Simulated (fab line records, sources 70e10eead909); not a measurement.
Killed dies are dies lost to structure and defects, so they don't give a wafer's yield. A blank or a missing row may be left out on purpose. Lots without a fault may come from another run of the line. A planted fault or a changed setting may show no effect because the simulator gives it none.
A struck lot beside a sound one | flow nand_harc | 41 steps out of a route of 1302
Sound: wafers L420.4, L420.5, L420.6. Struck: wafers L428.2, L428.6. (L428.3 of the same lot was not struck and is left out.) The cause comes at the end.
At each step with rows: each side's tool, then ch and its chambers, then its first start. Under that, the readings that differ: sound wafers | struck wafers | difference of the means | sigmas: that difference in standard deviations of wafers without a fault.
alike: readings whose means differ by less than 2 such deviations, and words and numbers that are the same on both sides. not compared: withheld readings, readings that some wafer has no value for, bounds like >300 that may hide the same value, and numbers for which the record gives no deviation and whose values overlap.
The two part at a step that has a row with sigmas, a row that says differs or no value, or rows on one side only. Numbers that don't overlap but have no deviation are shown without sigmas and don't part them. A reading that every wafer of one side lacks parts them only if that side has two wafers or more.

first, 8 steps without rows for these wafers: NHARC_A_M1_HMDS_02 (time 30 s); NHARC_A_M1_COAT_34 (time 65 s); NHARC_A_M1_COAT_03 (resist thk 90 nm); NHARC_A_M1_SOFTBAKE_04 (time 55 s); NHARC_A_M1_EBR_05; NHARC_A_M1_EXPOSE_06 (exposes mask A M1, target cd 120 nm); NHARC_A_M1_PEB_07 (peb time 65 s); NHARC_A_M1_DEVELOP_08 (develop time 35 s).
NHARC_A_M1_CD_MEAS_09: target cd 120 nm.
  sound on cd_sem-02 ch 0, day 24 17:14; struck on cd_sem-01 ch 0, day 27 09:47
  alike: cd_nm
NHARC_A_M1_OVL_MEAS_10: pitch 240 nm.
  sound on overlay-02, day 24 17:19; struck on overlay-01, day 27 09:52
  alike: overlay_x_nm, overlay_y_nm
NHARC_A_M1_INSPECT_11:
  sound on defect_inspect-01, day 24 17:22; struck on defect_inspect-01, day 27 09:55
  alike: raw_defect_count
then, 1 step without rows for these wafers: NHARC_A_M1_DESCUM_14 (chemistry O2, time 3 s).
NHARC_A_M1_ETCH_35: etches the open film in N2/H2, target depth 40 nm, overetch 12 nm, time 43.94 s.
  sound on rie_diel-02 ch 0,1,2, day 24 17:32; struck on rie_diel-02 ch 2, day 27 10:04
  alike: drypump_motor_current_A, oes_product_au, rf_vpp_V, showerhead_plenum_p_Torr, throttle_valve_pct
  not compared: rf_hours_counter_h
then, 1 step without rows for these wafers: NHARC_A_M1_ETCH_15 (etches the open film in C4F8/Ar, target depth 182.5 nm, time 91.2 s).
NHARC_A_M1_CD_MEAS_16:
  sound on cd_sem-01, day 24 17:46; struck on cd_sem-02, day 27 10:17
  alike: cd_nm
then, 6 steps without rows for these wafers: NHARC_A_M1_STRIP_18 (strips in N2/H2); NHARC_A_M1_ETCH_28 (etches the open film in CF4/N2, target depth 30 nm, time 72.99 s); NHARC_A_M1_STRIP_19 (strips in post etch residue remover, time 600 s); NHARC_A_M1_DEGAS_29 (time 60 s); NHARC_A_M1_PRE_CLEAN_30 (time 30 s); NHARC_A_M1_PVD_20 (deposits TaN, target thk 5 nm, time 8.06 s).
NHARC_A_M1_PVD_21: deposits Cu, target thk 30 nm, time 20.49 s.
  sound on pvd_sputter-02; struck on pvd_sputter-03
  alike: throttle_valve_pct
then, 1 step without rows for these wafers: NHARC_A_M1_ECD_22 (material Cu, target thk 400 nm).
NHARC_A_M1_ANNEAL_31: time 90 s.
  sound on rtp_anneal-02 ch 0, day 24 19:22; struck on rtp_anneal-01 ch 0, day 27 11:47
  alike: wafer_temp_C_max
then, 1 step without rows for these wafers: NHARC_A_M1_CMP_23 (polishes, t overpolish 20 s, target thk 154.34 nm).
NHARC_A_M1_THK_MEAS_24: measures by xrf.
  sound on film_metro-02, day 24 19:52; struck on film_metro-01, day 27 12:23
  alike: thk_nm
then, 1 step without rows for these wafers: NHARC_A_M1_SRD_25.
NHARC_A_M1_PRE_CLEAN_32: time 12 s.
  sound on pecvd-03 ch 0,1,2, day 24 20:08; struck on pecvd-02 ch 0,2, day 27 12:37
  alike: heater_power_w, susceptor_temp_C
then, 1 step without rows for these wafers: NHARC_A_M1_DEP_33 (deposits SiCN, target thk 30 nm).
NHARC_A_BONDPAD_DEP_00: deposits SiCN, target thk 250 nm.
  sound on pecvd-04 ch 0,1,2, day 24 20:52; struck on pecvd-01 ch 0,1, day 27 13:17
  alike: heater_power_w, susceptor_temp_C
NHARC_A_BONDPAD_CMP_29: polishes SiCN, target thk 200 nm.
  sound on cmp-02 ch 0,1,3, day 24 21:13; struck on cmp-03 ch 0, day 27 13:39
  reading             | sound          | struck  | difference | sigmas
  motor_current_A (A) | 12.5 10.7 11.4 | 9.8 9.6 | -1.8       | -2
NHARC_A_BONDPAD_THK_MEAS_30: measures by ellipsometry.
  sound on film_metro-02, day 24 21:23; struck on film_metro-02, day 27 13:54
  alike: thk_nm
then, 8 steps without rows for these wafers: NHARC_A_BONDPAD_SRD_31; NHARC_A_BONDPAD_DEHYDRATE_01 (time 120 s); NHARC_A_BONDPAD_HMDS_02 (time 30 s); NHARC_A_BONDPAD_COAT_33 (time 65 s); NHARC_A_BONDPAD_COAT_03 (resist thk 600 nm); NHARC_A_BONDPAD_SOFTBAKE_04 (time 70 s); NHARC_A_BONDPAD_EBR_05; NHARC_A_BONDPAD_EXPOSE_06 (exposes mask A BPAD).
NHARC_END_SORT_01:
  the record has rows for the struck wafers here (prober-02 ch 0, day 28 21:24) and none for the sound ones

WHERE THEY PART
First at NHARC_A_BONDPAD_CMP_29; last, within this record, at NHARC_END_SORT_01.

WHY: what the simulator had put in
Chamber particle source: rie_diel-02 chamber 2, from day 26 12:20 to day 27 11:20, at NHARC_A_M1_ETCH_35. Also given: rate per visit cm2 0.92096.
